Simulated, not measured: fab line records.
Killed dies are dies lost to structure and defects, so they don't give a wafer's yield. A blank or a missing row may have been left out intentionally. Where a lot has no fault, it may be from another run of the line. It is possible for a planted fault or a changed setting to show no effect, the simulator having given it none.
Matching of chambers || flow nandHarc || NHARC_P_M2_PRE_CLEAN_32 on pecvd-02: 3 sister chambers
The step time 12 s. 14 wafers are shown with their chamber, then 7 later ones without.

## EACH WAFER AND ITS CHAMBER
{"wafer": "L385.2", "chamber": 1, "heaterPowerW (W)": 609}
{"wafer": "L385.5", "chamber": 0, "heaterPowerW (W)": 590}
{"wafer": "L385.6", "chamber": 2, "heaterPowerW (W)": 551}
{"wafer": "L386.1", "chamber": 0, "heaterPowerW (W)": 498}
{"wafer": "L386.4", "chamber": 1, "heaterPowerW (W)": 612}
{"wafer": "L386.6", "chamber": 0, "heaterPowerW (W)": 505}
{"wafer": "L398.1", "chamber": 2, "heaterPowerW (W)": 587}
{"wafer": "L398.4", "chamber": 1, "heaterPowerW (W)": 678}
{"wafer": "L398.6", "chamber": 2, "heaterPowerW (W)": 598}
{"wafer": "L397.2", "chamber": 0, "heaterPowerW (W)": 552}
{"wafer": "L397.3", "chamber": 1, "heaterPowerW (W)": 676}
{"wafer": "L397.6", "chamber": 2, "heaterPowerW (W)": 563}
{"wafer": "L399.3", "chamber": 0, "heaterPowerW (W)": 549}
{"wafer": "L399.5", "chamber": 0, "heaterPowerW (W)": 561}

SIGNATURES (averages over the wafers above)
{"reading": "heaterPowerW", "chamber 0": 542.50, "chamber 1": 643.75, "chamber 2": 574.75, "scatter within a chamber": 32.9}
Rule: a wafer lies at a distance from a chamber equal to the root of the sum of squares, over the readings, of (its reading less the chamber's mean, divided by the reading's scatter). If the next closest chamber is less than 2 further off than the closest, the wafer can't be placed; otherwise it belongs to the closest. How the scatter is found: for the shown wafers, subtract from each reading the mean of its chamber, square and add these, divide the total by (wafers less chambers), then take the root.

## WAFERS WHOSE CHAMBER IS MISSING
{"wafer": "L399.6", "heaterPowerW (W)": 542}
{"wafer": "L400.1", "heaterPowerW (W)": 610}
{"wafer": "L400.2", "heaterPowerW (W)": 522}
{"wafer": "L400.4", "heaterPowerW (W)": 593}
{"wafer": "L401.2", "heaterPowerW (W)": 544}
{"wafer": "L401.3", "heaterPowerW (W)": 609}
{"wafer": "L401.4", "heaterPowerW (W)": 583}

## EACH ONE'S CHAMBER
{"wafer": "L399.6", "from the rows above": "can't be placed: 0 or 2", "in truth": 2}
{"wafer": "L400.1", "from the rows above": "can't be placed: 1 or 2 or 0", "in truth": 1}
{"wafer": "L400.2", "from the rows above": "can't be placed: 0 or 2", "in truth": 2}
{"wafer": "L400.4", "from the rows above": "can't be placed: 2 or 0 or 1", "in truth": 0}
{"wafer": "L401.2", "from the rows above": "can't be placed: 0 or 2", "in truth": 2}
{"wafer": "L401.3", "from the rows above": "can't be placed: 2 or 1 or 0", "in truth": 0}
{"wafer": "L401.4", "from the rows above": "can't be placed: 2 or 0 or 1", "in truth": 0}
Correct placement for 0 of the 7. From these rows, 7 cannot be placed; in 7 the true chamber is one of the candidates. 0 placed wrongly.
